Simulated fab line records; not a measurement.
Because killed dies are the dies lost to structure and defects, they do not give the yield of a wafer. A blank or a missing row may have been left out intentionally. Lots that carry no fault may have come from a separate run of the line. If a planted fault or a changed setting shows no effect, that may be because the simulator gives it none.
A lot that was struck, set against a sound lot | flow n5Finfet | 36 out of 1938 route steps
Sound: wafers L681.1, L681.2, L681.6. Wafers L678.2, L678.3, L678.4 were the ones struck. Last of all comes the cause.
Each step with rows lists, per side, the tool, then ch with its chambers, then its first start. Under that, the readings that differ: sound wafers | struck wafers | difference of the means | sigmas: that difference in standard deviations of wafers without a fault.
alike: a reading whose means differ by less than 2 such deviations, as well as words and numbers matching on both sides. not compared: withheld readings; readings where some wafer has no value; bounds like >300 that might hide an equal value; numbers whose values overlap and for which the record gives no deviation.
Wherever a step has rows on one side only, a row that says differs or no value, or a row with sigmas, the two part there. Non-overlapping numbers with no deviation appear without sigmas and do not part them. Lack of a reading on every wafer of one side parts them only where that side has two or more wafers.

first, 9 steps without rows for these wafers: N5_WELL_APT_COAT_19 (resist thk 950 nm); N5_WELL_APT_EBR_21; N5_WELL_APT_SOFTBAKE_20 (time 60 s); N5_WELL_APT_EXPOSE_22 (exposes mask PWELL, defocus 0 nm, target cd 200 nm); N5_WELL_APT_PEB_23 (peb time 90 s); N5_WELL_APT_DEVELOP_24 (develop time 45 s); N5_WELL_APT_HARDBAKE_29 (time 120 s); N5_WELL_APT_DESCUM_30 (chemistry O2, time 7.9 s); N5_WELL_APT_IMPLANT_31.
N5_WELL_APT_IMPLANT_32:
  sound on implanter-01 ch 0, day 7 09:33; struck on implanter-02 ch 0, day 6 15:49
reading                  | sound                | struck               | difference | sigmas
beamEnergyKeV            | 49.993 49.979 50.005 | 72.323 72.321 72.314 | +22.327    | +99 or more
model.implant.rpNm (nm)  | 37.93 37.93 37.93    | 54.68 54.68 54.68    | +16.75     | 
model.implant.drpNm (nm) | 18.55 18.55 18.55    | 24.36 24.36 24.36    | +5.81      | 
  alike: endStationPressureTorr
then, 25 steps without rows for these wafers: N5_WELL_APT_STRIP_33 (strips in SPM, time 900 s); N5_WELL_APT_RTA_34 (time 10 s); N5_WELL_APT_OXIDE_STRIP_42 (strips SiO2 in dHF, time 45 s, target depth 12 nm); N5_WELL_APT_PRECLEAN_36 (cleans in O3/DIW, time 45 s); N5_WELL_APT_PRECLEAN_39 (cleans in dHF, time 60 s); N5_WELL_APT_SRD_37 (time 30 s); N5_WELL_APT_EPI_41 (deposits Si from SiH4/H2, target thk 50 nm, time 297.7 s); N5_PMOS_HMC_CHANNEL_EPI_HM_DEP_34 (deposits SiO2 from TEOS/O2, target thk 36 nm, time 6.9 s); N5_PMOS_HMC_CHANNEL_EPI_COAT_31 (time 60 s, resist thk 66 nm); N5_PMOS_HMC_CHANNEL_EPI_COAT_03 (resist thk 205 nm); N5_PMOS_HMC_CHANNEL_EPI_EBR_05; N5_PMOS_HMC_CHANNEL_EPI_SOFTBAKE_04 (time 60 s); N5_PMOS_HMC_CHANNEL_EPI_EXPOSE_06 (exposes mask PMOS HMC BLK, target cd 240 nm); N5_PMOS_HMC_CHANNEL_EPI_PEB_07 (peb time 60 s); N5_PMOS_HMC_CHANNEL_EPI_DEVELOP_08 (develop time 30 s); N5_PMOS_HMC_CHANNEL_EPI_DESCUM_14 (chemistry O2, time 7.9 s); N5_PMOS_HMC_CHANNEL_EPI_ETCH_32 (etches BARC in N2/H2, stops on SiO2, target depth 85.8 nm, time 50.3 s); N5_PMOS_HMC_CHANNEL_EPI_HM_OPEN_15 (chemistry CHF3/O2, target SiO2, target depth 40.6 nm, time 20.3 s); N5_PMOS_HMC_CHANNEL_EPI_STRIP_33 (strips in N2/H2); N5_PMOS_HMC_CHANNEL_EPI_STRIP_17 (strips in SPM, time 750 s); N5_PMOS_HMC_CHANNEL_EPI_ETCH_38 (etches SiO2 in CF4, target depth 1.5 nm); N5_PMOS_HMC_CHANNEL_EPI_FIN_RECESS_16 (chemistry HBr/Cl2, target Si, target depth 54 nm, time 18 s); N5_PMOS_HMC_CHANNEL_EPI_PRECLEAN_36 (cleans in O3/DIW, time 45 s); N5_PMOS_HMC_CHANNEL_EPI_PRECLEAN_18 (cleans in DHF, time 30 s); N5_PMOS_HMC_CHANNEL_EPI_SRD_19 (time 30 s).
-- record jumps: 11 days separate the struck wafers' starts on either side; left off in module PMOS_HMC_CHANNEL_EPI, taken up again in module BEOL_M4, whose first shown step is the route's number 1111 --
N5_BEOL_M4_RC_MEAS_101:
  sound on prober-02 ch 0, day 16 04:23; struck on prober-02 ch 0, day 17 06:13
reading           | sound          | struck         | difference | sigmas
CJ_N              | 4.27 4.34 4.40 | 3.15 3.14 3.16 | -1.19      | -12
RS_PWELL (ohm/sq) | 3012 3019 3013 | 2688 2699 2701 | -319       | -12
  alike: DIBL_N, DIBL_P, IOFF_N, IOFF_P, ION_N, ION_P, SS_N, SS_P, VT_N, VT_P

## WHERE THEY PART
At N5_WELL_APT_IMPLANT_32 first; at N5_BEOL_M4_RC_MEAS_101 last (within this record only).

WHY: the cause the simulator had injected
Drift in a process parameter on implanter-02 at N5_WELL_APT_IMPLANT_32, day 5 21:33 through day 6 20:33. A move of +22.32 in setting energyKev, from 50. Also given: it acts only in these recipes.
